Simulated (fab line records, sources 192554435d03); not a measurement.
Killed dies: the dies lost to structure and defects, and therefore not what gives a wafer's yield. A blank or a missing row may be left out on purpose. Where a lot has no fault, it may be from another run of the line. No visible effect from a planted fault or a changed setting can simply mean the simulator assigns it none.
fab line records	flow n5_finfet
record lots=7	wafers=39
route steps=1938 shown DUMMY_GATE@228 SD_EPI_P@321 SD_ACTIVATION@330
start_h: hours from the record's first day to the start of the lot's first wafer shown	wait_h: time in hours since the lot's previous step	" as in the row above	L1.1+2: a row that stands for several wafers	- value missing, or start not given	* or withheld: withheld	< > ~ a bound
route shown NAME@n: NAME is a module with steps in the file, n the number in the route of the first one	usual: mean and standard deviation over wafers with no fault	same: alike in all rows	chamber/n: place in a boat	sites: readings site by site	_std_site: standard deviation across them	_edge_site: the outer-site mean with the inner-site mean subtracted	radius_mm: how far each site lies from the wafer's centre	mask NAME#n: copy n	behind: the tool/chamber that last shaped the wafer	hold: why the lot was held/for how many hours/how that ended	device: names the non-switching transistor (n, p or np)	end of line: tests of these same wafers at the route's end	a step without rows: its recipe alone	killed: the dies lost at the first sort to structure and to defects; this is not the yield of the wafer	map: dies across one wafer; x = killed, . = not, _ = none there
set.NAME: the setting as run; set.NAME@STEP: as run at that earlier step	model.NAME: the simulator's own value behind a step, which no gauge read
lots with deliberately changed settings; one table per step, one row per wafer
## steps
# step N5_DUMMY_GATE_EXPOSE_12
# recipe mask_id=GATE	na=0.33	source_shape=annular	sigma_inner=0.2	sigma_outer=0.6	polarization=unpolarized	target_cd_nm=25	dose_mj=34
lot.wafer	tool	chamber	start_h	wait_h	mask	set.dose_mj
L074.1+3+4	euv_scanner-02	0	45.85	-	GATE#0	31.53
L074.2+5+6	"	0	"	"	GATE#0	34
L077.1+3+4	euv_scanner-01	0	68.52	-	GATE#0	35.44
L077.2+5+6	"	0	"	"	GATE#0	34
L080.1+3+6	euv_scanner-02	0	82.70	-	GATE#0	34
L080.2+4+5	"	0	"	"	GATE#0	36.29
L082.1+2+5	euv_scanner-01	0	93.95	-	GATE#0	36.55
L082.3+4+6	"	0	"	"	GATE#0	34
L090.1+4+5	euv_scanner-01	0	144.25	-	GATE#0	32.65
L090.2+3+6	"	0	"	"	GATE#0	34
L091.1+3+6	euv_scanner-02	0	147.13	-	GATE#0	34
L094.1+4+6	euv_scanner-01	0	167.03	-	GATE#0	34.94
L094.2+3+5	"	0	"	"	GATE#0	34
# step N5_DUMMY_GATE_PEB_13
# recipe peb_temp_c=100	peb_time_s=60	resist=CAR-EUV
# step N5_DUMMY_GATE_DEVELOP_14
# recipe develop_time_s=30	developer=TMAH	resist=CAR-EUV	rinse_liquid=surfactant_rinse	dry=air_spin	dev_temp_c=23
# step N5_DUMMY_GATE_CD_MEAS_15
# recipe target_cd_nm=25.8	landing_energy_ev=500	detector=se_inlens
# usual cd_nm=24.90/0.22
lot.wafer	tool	chamber	start_h	wait_h	set.dose_mj@DUMMY_GATE_EXPOSE_12	cd_nm
L074.1	cd_sem-02	0	45.98	-	31.53	26.44
L074.2	"	0	"	"	34	24.42
L074.3	"	0	"	"	31.53	26.18
L074.4	"	0	"	"	31.53	26.21
L074.5	"	0	"	"	34	24.97
L074.6	"	0	"	"	34	24.52
L077.1	cd_sem-02	0	68.65	-	35.44	24.25
L077.2	"	0	"	"	34	25.14
L077.3	"	0	"	"	35.44	24.42
L077.4	"	0	"	"	35.44	23.88
L077.5	"	0	"	"	34	25.06
L077.6	"	0	"	"	34	25.11
L080.1	cd_sem-02	0	82.82	-	34	24.97
L080.2	"	0	"	"	36.29	23.55
L080.3	"	0	"	"	34	25.02
L080.4	"	0	"	"	36.29	23.86
L080.5	"	0	"	"	36.29	23.48
L080.6	"	0	"	"	34	24.70
L082.1	cd_sem-03	0	94.08	-	36.55	23.82
L082.2	"	0	"	"	36.55	23.75
L082.3	"	0	"	"	34	24.42
L082.4	"	0	"	"	34	24.75
L082.5	"	0	"	"	36.55	23.26
L082.6	"	0	"	"	34	25.24
L090.1	cd_sem-03	0	144.38	-	32.65	25.85
L090.2	"	0	"	"	34	24.70
L090.3	"	0	"	"	34	25.30
L090.4	"	0	"	"	32.65	25.95
L090.5	"	0	"	"	32.65	25.74
L090.6	"	0	"	"	34	24.94
L091.1	cd_sem-03	0	147.26	-	34	24.61
L091.3	"	0	"	"	34	24.87
L091.6	"	0	"	"	34	24.93
L094.1	cd_sem-03	0	167.15	-	34.94	24.12
L094.2	"	0	"	"	34	24.93
L094.3	"	0	"	"	34	24.96
L094.4	"	0	"	"	34.94	24.04
L094.5	"	0	"	"	34	24.51
L094.6	"	0	"	"	34.94	24.14
# step N5_DUMMY_GATE_STRIP_38
# recipe chemistry=N2/H2	temp_c=40	n2_flow_sccm=200	h2_flow_sccm=200	rf_frequency_hz=6e+07
# step N5_DUMMY_GATE_STRIP_39
# recipe chemistry=N2/H2	temp_c=40	n2_flow_sccm=200	h2_flow_sccm=200	rf_frequency_hz=6e+07
# step N5_DUMMY_GATE_TRIM_49
# recipe chemistry=O2	resist=SOC	time_s=29	target_cd_nm=14	source_power_w=300	bias_power_w=0	O2_flow_sccm=100	temp_c=20
lot.wafer	tool	chamber	start_h	wait_h	set.dose_mj@DUMMY_GATE_EXPOSE_12	model.DUMMY_GATE.cd_nm
L074.1+3+4	rie_si-06	2,0,1	46.43	0.0	31.53	15.4
L074.2	"	3	"	"	34	13.6
L074.5+6	"	1,0	"	"	34	14
L077.1+4	rie_si-04	1,2	69.01	0.0	35.44	13.2
L077.2	"	3	"	"	34	14.4
L077.3	"	0	"	"	35.44	13.4
L077.5	"	1	"	"	34	14.2
L077.6	"	2	"	"	34	14
L080.1+3+6	rie_si-04	2,0,1	83.54	0.0	34	13.8
L080.2	"	3	"	"	36.29	13
L080.4+5	"	1,2	"	"	36.29	12.4
L082.1+2	rie_si-02	0,1	94.43	0.0	36.55	12.4
L082.3+6	"	3,1	"	"	34	14
L082.4	"	2	"	"	34	13.8
L082.5	"	0	"	"	36.55	12.6
L090.1	rie_si-06	0	144.83	0.0	32.65	14.8
L090.2	"	3	"	"	34	13.8
L090.3	"	2	"	"	34	14
L090.4+5	"	1,3	"	"	32.65	14.6
L090.6	"	0	"	"	34	14.2
L091.1	rie_si-04	0	147.62	0.0	34	13.6
L091.3+6	"	1,2	"	"	34	13.8
L094.1	rie_si-02	1	167.51	0.0	34.94	13.4
L094.2+3+5	"	2,3,0	"	"	34	14
L094.4	"	0	"	"	34.94	13.6
L094.6	"	1	"	"	34.94	13.2
# step N5_DUMMY_GATE_STRIP_40
# recipe chemistry=CF4	resist=SiARC	power_w=300	bias_power_w=75	pressure_mtorr=50	cf4_flow_sccm=150	rf_frequency_hz=6e+07
# step N5_DUMMY_GATE_CD_MEAS_50
# recipe target_cd_nm=14
# usual cd_nm=13.93/0.27
lot.wafer	tool	chamber	start_h	wait_h	set.dose_mj@DUMMY_GATE_EXPOSE_12	cd_nm
L074.1	cd_sem-03	-	46.71	0.0	31.53	15.48
L074.2	"	-	"	"	34	14.03
L074.3	"	-	"	"	31.53	15.24
L074.4	"	-	"	"	31.53	15.61
L074.5	"	-	"	"	34	13.80
L074.6	"	-	"	"	34	13.98
L077.1	cd_sem-03	-	69.27	0.0	35.44	13.12
L077.2	"	-	"	"	34	14.66
L077.3	"	-	"	"	35.44	13.56
L077.4	"	-	"	"	35.44	12.94
L077.5	"	-	"	"	34	14.16
L077.6	"	-	"	"	34	14.20
L080.1	cd_sem-01	-	83.69	0.0	34	13.46
L080.2	"	-	"	"	36.29	13.12
L080.3	"	-	"	"	34	13.78
L080.4	"	-	"	"	36.29	12.30
L080.5	"	-	"	"	36.29	12.75
L080.6	"	-	"	"	34	13.73
L082.1	cd_sem-03	-	94.58	0.0	36.55	12.95
L082.2	"	-	"	"	36.55	12.34
L082.3	"	-	"	"	34	14.10
L082.4	"	-	"	"	34	13.77
L082.5	"	-	"	"	36.55	12.46
L082.6	"	-	"	"	34	14.26
L090.1	cd_sem-02	-	144.98	0.0	32.65	15.08
L090.2	"	-	"	"	34	13.84
L090.3	"	-	"	"	34	13.92
L090.4	"	-	"	"	32.65	14.61
L090.5	"	-	"	"	32.65	14.65
L090.6	"	-	"	"	34	14.20
L091.1	cd_sem-01	-	147.77	0.0	34	13.37
L091.3	"	-	"	"	34	13.78
L091.6	"	-	"	"	34	13.92
L094.1	cd_sem-02	-	167.66	0.0	34.94	13.05
L094.2	"	-	"	"	34	13.72
L094.3	"	-	"	"	34	13.66
L094.4	"	-	"	"	34.94	13.74
L094.5	"	-	"	"	34	14.10
L094.6	"	-	"	"	34.94	13.31
# step N5_DUMMY_GATE_ETCH_31
# recipe chemistry=C4F6/O2	target=SiO2	mask_material=SOC	target_depth_a=825	time_s=27.5	ion_energy_ev=250	pressure_mtorr=30	source_w=345	bias_w=185	Ar_flow_sccm=300	C4F6_flow_sccm=10	O2_flow_sccm=10
lot.wafer	tool	chamber	start_h	wait_h	set.target_depth_a	model.etch.depth_nm	model.SOC_of_DUMMY_GATE_COAT_34.thk_nm
L074.1	rie_diel-06	3	46.81	0.1	911	89.54	51
L074.2	"	1	"	"	825	81.19	51.8
L074.3	"	0	"	"	911	91.62	50.8
L074.4	"	2	"	"	825	81.41	52
L074.5	"	1	"	"	825	81.98	51.6
L074.6	"	0	"	"	911	91.5	50.8
L077.1	rie_diel-05	2	69.32	0.0	766	75.46	53
L077.2	"	3	"	"	825	82.21	52.2
L077.3	"	1	"	"	766	77.03	52.6
L077.4	"	3	"	"	825	82.14	52.2
L077.5	"	2	"	"	766	75.55	53
L077.6	"	1	"	"	825	82.78	52.2
L080.1	rie_diel-06	2	83.74	0.0	825	82.23	52.2
L080.2	"	3	"	"	825	81.96	52.2
L080.3	"	0	"	"	825	85.16	51.6
L080.4	"	0	"	"	825	84.67	52
L080.5	"	2	"	"	825	82.13	52
L080.6	"	3	"	"	825	82.11	52.2
L082.1	rie_diel-05	1	94.63	0.0	825	81.47	51.8
L082.2	"	3	"	"	825	81.73	51.8
L082.3	"	2	"	"	825	81.35	52
L082.4	"	0	"	"	825	83.06	51.8
L082.5	"	0	"	"	825	82.06	51.8
L082.6	"	3	"	"	825	82.47	51.8
L090.1	rie_diel-05	0	145.02	0.0	756.1	75.98	52.4
L090.2	"	2	"	"	756.1	74.63	53
L090.3	"	1	"	"	825	82.23	51.8
L090.4	"	3	"	"	756.1	75.16	52.6
L090.5	"	2	"	"	825	80.87	52
L090.6	"	3	"	"	825	81.92	51.8
L091.1	rie_diel-01	3	147.82	0.0	825	81.67	52.4
L091.3	"	1	"	"	825	81.96	52.2
L091.6	"	2	"	"	825	82.89	52
L094.1	rie_diel-01	1	167.71	0.0	825	81.74	52
L094.2	"	0	"	"	745.6	74.26	52.6
L094.3	"	2	"	"	825	82.2	52
L094.4	"	2	"	"	745.6	74.06	52.6
L094.5	"	0	"	"	825	82.07	52
L094.6	"	1	"	"	745.6	74.04	52.8
# step N5_DUMMY_GATE_ETCH_44
# recipe chemistry=HBr/O2	over_etch_frac=0.7	target_depth_a=1275	stop_on=SiO2	ion_energy_ev=60	bias_w=20	target=poly-Si	mask_material=SiO2	pressure_mtorr=20	icp_w=400	HBr_flow_sccm=120	O2_flow_sccm=10
# usual oes_product_au=0.719/0.0085
lot.wafer	tool	chamber	start_h	wait_h	set.target_depth_a	oes_product_au
L074.1	rie_si-02	3	47.15	0.0	1275	0.710
L074.2	"	2	"	"	1154	0.747
L074.3	"	0	"	"	1154	0.750
L074.4	"	1	"	"	1275	0.712
L074.5	"	3	"	"	1154	0.751
L074.6	"	2	"	"	1275	0.718
L077.1	rie_si-06	0	69.65	0.0	1275	0.711
L077.2	"	3	"	"	1225	0.728
L077.3	"	1	"	"	1225	0.741
L077.4	"	2	"	"	1275	0.728
L077.5	"	1	"	"	1275	0.719
L077.6	"	0	"	"	1225	0.731
L080.1	rie_si-06	0	84.08	0.0	1275	0.722
L080.2	"	2	"	"	1275	0.714
L080.3	"	3	"	"	1416	0.668
L080.4	"	1	"	"	1416	0.682
L080.5	"	1	"	"	1416	0.684
L080.6	"	2	"	"	1275	0.726
L082.1	rie_si-04	0	94.97	0.0	1317	0.704
L082.2	"	3	"	"	1317	0.702
L082.3	"	1	"	"	1275	0.709
L082.4	"	2	"	"	1317	0.711
L082.5	"	2	"	"	1275	0.719
L082.6	"	1	"	"	1275	0.705
L090.1	rie_si-02	0	145.36	0.0	1275	0.722
L090.2	"	3	"	"	1275	0.713
L090.3	"	2	"	"	1275	0.719
L090.4	"	1	"	"	1383	0.689
L090.5	"	3	"	"	1383	0.688
L090.6	"	2	"	"	1383	0.697
L091.1	rie_si-02	0	148.15	0.0	1275	0.721
L091.3	"	2	"	"	1275	0.724
L091.6	"	1	"	"	1275	0.717
L094.1	rie_si-02	3	168.05	0.0	1275	0.719
L094.2	"	2	"	"	1275	0.718
L094.3	"	0	"	"	1275	0.709
L094.4	"	1	"	"	1275	0.716
L094.5	"	0	"	"	1275	0.719
L094.6	"	1	"	"	1275	0.709
# step N5_DUMMY_GATE_CD_MEAS_24
# recipe target_cd_nm=15
# usual cd_nm=14.9/0.32
lot.wafer	tool	chamber	start_h	wait_h	set.dose_mj@DUMMY_GATE_EXPOSE_12	cd_nm
L074.1	cd_sem-01	-	47.26	0.1	31.53	16.1
L074.2	"	-	"	"	34	14.5
L074.3	"	-	"	"	31.53	16.0
L074.4	"	-	"	"	31.53	15.7
L074.5	"	-	"	"	34	15.1
L074.6	"	-	"	"	34	14.5
L077.1	cd_sem-01	-	69.76	0.1	35.44	14.0
L077.2	"	-	"	"	34	14.9
L077.3	"	-	"	"	35.44	14.7
L077.4	"	-	"	"	35.44	13.9
L077.5	"	-	"	"	34	15.1
L077.6	"	-	"	"	34	15.0
L080.1	cd_sem-02	-	84.19	0.1	34	14.9
L080.2	"	-	"	"	36.29	14.2
L080.3	"	-	"	"	34	14.9
L080.4	"	-	"	"	36.29	13.3
L080.5	"	-	"	"	36.29	14.1
L080.6	"	-	"	"	34	14.8
L082.1	cd_sem-02	-	95.08	0.1	36.55	13.4
L082.2	"	-	"	"	36.55	13.4
L082.3	"	-	"	"	34	14.7
L082.4	"	-	"	"	34	15.1
L082.5	"	-	"	"	36.55	13.2
L082.6	"	-	"	"	34	14.6
L090.1	cd_sem-02	-	145.47	0.1	32.65	16.0
L090.2	"	-	"	"	34	15.2
L090.3	"	-	"	"	34	15.3
L090.4	"	-	"	"	32.65	15.8
L090.5	"	-	"	"	32.65	14.9
L090.6	"	-	"	"	34	15.1
L091.1	cd_sem-03	-	148.26	0.1	34	14.4
L091.3	"	-	"	"	34	14.7
L091.6	"	-	"	"	34	14.6
L094.1	cd_sem-01	-	168.16	0.1	34.94	14.3
L094.2	"	-	"	"	34	15.1
L094.3	"	-	"	"	34	15.1
L094.4	"	-	"	"	34.94	14.9
L094.5	"	-	"	"	34	15.7
L094.6	"	-	"	"	34.94	14.1
# step N5_DUMMY_GATE_ETCH_42
# recipe chemistry=CHF3/O2	target=SiO2	target_depth_a=35	time_s=31	ion_energy_ev=30	bias_w=12	pressure_mtorr=30	source_w=600	Ar_flow_sccm=200	CHF3_flow_sccm=50	O2_flow_sccm=5
# usual rf_vpp_V=42.4/0.83
lot.wafer	tool	chamber	start_h	wait_h	set.bias_w	rf_vpp_V
L074.1	rie_diel-05	0	47.31	0.0	12	42.9
L074.2	"	2	"	"	12	41.9
L074.3	"	1	"	"	12	42.5
L074.4	"	3	"	"	12	42.1
L074.5	"	1	"	"	12	42.2
L074.6	"	2	"	"	12	41.7
L077.1	rie_diel-01	3	70.05	0.3	12	42.2
L077.2	"	0	"	"	12	43.4
L077.3	"	1	"	"	13.82	46.0
L077.4	"	2	"	"	13.82	46.3
L077.5	"	1	"	"	12	43.5
L077.6	"	2	"	"	13.82	47.6
L080.1	rie_diel-01	2	84.24	0.0	14.21	47.4
L080.2	"	0	"	"	14.21	48.6
L080.3	"	3	"	"	12	41.0
L080.4	"	1	"	"	14.21	47.5
L080.5	"	1	"	"	12	41.2
L080.6	"	0	"	"	12	42.3
L082.1	rie_diel-05	0	95.13	0.0	12	42.3
L082.2	"	2	"	"	12	40.4
L082.3	"	1	"	"	13.96	45.8
L082.4	"	3	"	"	13.96	46.4
L082.5	"	1	"	"	13.96	47.0
L082.6	"	0	"	"	12	44.4
L090.1	rie_diel-06	1	145.52	0.0	12	43.1
L090.2	"	2	"	"	12	42.7
L090.3	"	0	"	"	12	42.4
L090.4	"	3	"	"	12	43.3
L090.5	"	1	"	"	12	42.7
L090.6	"	0	"	"	12	41.7
L091.1	rie_diel-05	2	148.36	0.1	12	41.7
L091.3	"	3	"	"	12	42.6
L091.6	"	2	"	"	12	41.5
L094.1	rie_diel-01	0	168.20	0.0	12	42.7
L094.2	"	2	"	"	12	42.5
L094.3	"	1	"	"	11.31	39.3
L094.4	"	2	"	"	11.31	41.1
L094.5	"	1	"	"	11.31	39.8
L094.6	"	0	"	"	12	42.3
# step N5_SD_EPI_P_EPI_21
# recipe material=SiGe:B	dopant=B	temp_c=550	pressure_torr=20	ambient=H2	time_s=355
lot.wafer	tool	chamber	start_h	wait_h	set.epi_growth_time_s	model.SiGe-B_of_SD_EPI_P_EPI_21.thk_nm
L074.1	epi_rpcvd-01	0	55.93	0.1	355	61.8
L074.2	"	0	"	"	341.8	59.6
L074.3	"	0	"	"	355	61.4
L074.4	"	0	"	"	341.8	59.4
L074.5	"	0	"	"	355	62.4
L074.6	"	0	"	"	341.8	60.2
L077.1	epi_rpcvd-02	0	78.59	0.1	355	62.6
L077.2+3	"	0	"	"	331.8	59.6
L077.4	"	0	"	"	355	62
L077.5	"	0	"	"	331.8	59.4
L077.6	"	0	"	"	355	63
L080.1	epi_rpcvd-03	0	92.67	0.1	355	60.4
L080.2+6	"	0	"	"	331.2	58
L080.3	"	0	"	"	355	59.8
L080.4	"	0	"	"	331.2	58.6
L080.5	"	0	"	"	355	60.2
L082.1	epi_rpcvd-02	0	102.55	0.2	355	60
L082.2+6	"	0	"	"	355	61.2
L082.3+4	"	0	"	"	355	61
L082.5	"	0	"	"	355	60.8
L090.1	epi_rpcvd-03	0	152.78	0.1	318.9	57.6
L090.2	"	0	"	"	318.9	56.6
L090.3+6	"	0	"	"	355	60.6
L090.4	"	0	"	"	355	60.8
L090.5	"	0	"	"	318.9	57.2
L091.1	epi_rpcvd-01	0	155.76	0.3	355	60
L091.3	"	0	157.04	1.4	355	60.8
L091.6	"	0	158.96	3.2	355	60.2
L094.1	epi_rpcvd-03	0	176.94	0.1	355	61.4
L094.2	"	0	"	"	355	61
L094.3	"	0	"	"	382.9	64.8
L094.4	"	0	"	"	355	61.2
L094.5+6	"	0	"	"	382.9	65
# step N5_SD_EPI_P_HM_STRIP_48
# recipe chemistry=H3PO4	temp_c=160	material=SiNx	target=SiNx	target_depth_a=30	overetch_fraction=0.3
# step N5_SD_EPI_P_SRD_49
# recipe dry=ipa_marangoni	time_s=30	temp_c=23	rinse_liquid=diw
# step N5_SD_EPI_P_PRECLEAN_24
# recipe chemistry=O3/DIW	time_s=45	temp_c=22	o3_ppm=10
lot.wafer	tool	chamber	start_h	wait_h	set.epi_growth_time_s@SD_EPI_P_EPI_21	model.SiGe-B_of_SD_EPI_P_EPI_21.thk_nm
L074.1	wet_bench-06	3	58.23	0.0	355	61.4
L074.2	"	1	"	"	341.8	59.2
L074.3	"	4	"	"	355	60.8
L074.4	"	6	"	"	341.8	59
L074.5	"	5	"	"	355	62
L074.6	"	2	"	"	341.8	59.8
L077.1	wet_bench-04	4	80.90	0.0	355	62.2
L077.2	"	1	"	"	331.8	59.2
L077.3+5	"	2,3	"	"	331.8	59
L077.4	"	5	"	"	355	61.6
L077.6	"	0	"	"	355	62.6
L080.1	wet_bench-04	1	94.97	0.0	355	60
L080.2+6	"	5,2	"	"	331.2	57.6
L080.3	"	0	"	"	355	59.4
L080.4	"	4	"	"	331.2	58.2
L080.5	"	3	"	"	355	59.8
L082.1	wet_bench-04	3	105.60	0.0	355	59.6
L082.2	"	2	"	"	355	60.8
L082.3+4+6	"	4,7,6	"	"	355	60.6
L082.5	"	5	"	"	355	60.4
L090.1	wet_bench-04	0	155.08	0.0	318.9	57.2
L090.2	"	5	"	"	318.9	56.2
L090.3	"	7	"	"	355	60.2
L090.4	"	6	"	"	355	60.4
L090.5	"	3	"	"	318.9	56.8
L090.6	"	4	"	"	355	60
L091.1	wet_bench-05	3	159.74	0.0	355	59.6
L091.3	"	7	"	"	355	60.2
L091.6	"	1	"	"	355	59.8
L094.1+4	wet_bench-05	6,4	179.24	0.0	355	60.8
L094.2	"	5	"	"	355	60.6
L094.3+5+6	"	7,3,0	"	"	382.9	64.4
# step N5_SD_EPI_P_PRECLEAN_32
# recipe chemistry=dHF	time_s=10	dilution=500:1	temp_c=25
# step N5_SD_EPI_P_PRECLEAN_33
# recipe chemistry=SC2	time_s=45	temp_c=35	mix=1:1:50
# step N5_SD_ACTIVATION_RTA_00
# recipe temp_c=975	time_s=0	ambient=N2	idle_temp_c=600	ramp_up_c_per_s=150	ramp_down_c_per_s=60	cool_to_c=600
# step N5_SD_ACTIVATION_LSA_01
# recipe temp_c=1080	time_s=0.0008	ambient=N2
# step N5_SD_ACTIVATION_RS_MEAS_03
# recipe thk_meas_gauge=four-point-probe
# usual RS_SD_N=21.9/0.32	RS_SD_P=56.0/0.86
lot.wafer	tool	chamber	start_h	wait_h	set.epi_growth_time_s@SD_EPI_P_EPI_21	RS_SD_N[ohm/sq]	RS_SD_P[ohm/sq]
L074.1	film_metro-02	-	58.79	0.2	355	21.7	55.6
L074.2	"	-	"	"	341.8	21.6	57.2
L074.3	"	-	"	"	355	21.5	55.6
L074.4	"	-	"	"	341.8	21.2	58.2
L074.5	"	-	"	"	355	21.7	55.0
L074.6	"	-	"	"	341.8	22.0	56.9
L077.1	film_metro-01	-	81.40	0.2	355	21.7	56.0
L077.2	"	-	"	"	331.8	21.8	58.9
L077.3	"	-	"	"	331.8	21.8	59.1
L077.4	"	-	"	"	355	21.5	56.4
L077.5	"	-	"	"	331.8	21.6	58.4
L077.6	"	-	"	"	355	22.0	55.5
L080.1	film_metro-01	-	96.18	0.2	355	22.0	56.9
L080.2	"	-	"	"	331.2	21.9	58.3
L080.3	"	-	"	"	355	22.1	56.8
L080.4	"	-	"	"	331.2	22.1	57.8
L080.5	"	-	"	"	355	22.4	56.6
L080.6	"	-	"	"	331.2	22.0	59.4
L082.1	film_metro-02	-	106.10	0.2	355	21.8	56.3
L082.2	"	-	"	"	355	22.0	55.2
L082.3	"	-	"	"	355	22.0	55.6
L082.4	"	-	"	"	355	22.0	55.3
L082.5	"	-	"	"	355	21.8	55.5
L082.6	"	-	"	"	355	21.8	55.5
L090.1	film_metro-02	-	155.58	0.2	318.9	21.9	60.3
L090.2	"	-	"	"	318.9	22.1	61.4
L090.3	"	-	"	"	355	22.1	56.9
L090.4	"	-	"	"	355	22.0	57.0
L090.5	"	-	"	"	318.9	22.3	60.6
L090.6	"	-	"	"	355	21.9	57.6
L091.1	film_metro-02	-	160.24	0.2	355	21.7	56.8
L091.3	"	-	"	"	355	21.9	55.9
L091.6	"	-	"	"	355	21.3	56.8
L094.1	film_metro-01	-	179.75	0.2	355	22.2	54.9
L094.2	"	-	"	"	355	21.8	55.5
L094.3	"	-	"	"	382.9	22.0	51.6
L094.4	"	-	"	"	355	21.8	55.4
L094.5	"	-	"	"	382.9	21.8	51.8
L094.6	"	-	"	"	382.9	22.0	52.1
## key
split step=N5_DUMMY_GATE_EXPOSE_12	setting=dose_mj	stated=34	by=wafer
response step=N5_DUMMY_GATE_CD_MEAS_15	reading=cd_nm	change=-0.198	per=1%	r=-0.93
response step=N5_DUMMY_GATE_TRIM_49	reading=model.DUMMY_GATE.cd_nm	change=-0.197	per=1%	r=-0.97
response step=N5_DUMMY_GATE_CD_MEAS_50	reading=cd_nm	change=-0.191	per=1%	r=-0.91
response step=N5_DUMMY_GATE_CD_MEAS_24	reading=cd_nm	change=-0.177	per=1%	r=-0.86
split step=N5_DUMMY_GATE_ETCH_31	setting=target_depth_a	stated=825	by=wafer
response step=N5_DUMMY_GATE_ETCH_31	reading=model.etch.depth_nm	change=+0.846	per=1%	r=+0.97
response step=N5_DUMMY_GATE_ETCH_31	reading=model.SOC_of_DUMMY_GATE_COAT_34.thk_nm	change=-0.0856	per=1%	r=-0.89
split step=N5_DUMMY_GATE_ETCH_44	setting=target_depth_a	stated=1275	by=wafer
response step=N5_DUMMY_GATE_ETCH_44	reading=oes_product_au	change=-0.00358	per=1%	r=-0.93
split step=N5_DUMMY_GATE_ETCH_42	setting=bias_w	stated=12	by=wafer
response step=N5_DUMMY_GATE_ETCH_42	reading=rf_vpp_V	change=+0.289	per=1%	r=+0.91
split step=N5_SD_EPI_P_EPI_21	setting=epi_growth_time_s	stated=355	by=wafer
response step=N5_SD_EPI_P_EPI_21	reading=model.SiGe-B_of_SD_EPI_P_EPI_21.thk_nm	change=+0.397	per=1%	r=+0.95
response step=N5_SD_EPI_P_PRECLEAN_24	reading=model.SiGe-B_of_SD_EPI_P_EPI_21.thk_nm	change=+0.393	per=1%	r=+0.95
response step=N5_SD_ACTIVATION_RS_MEAS_03	reading=RS_SD_P	change=-0.38	per=1%	r=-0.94
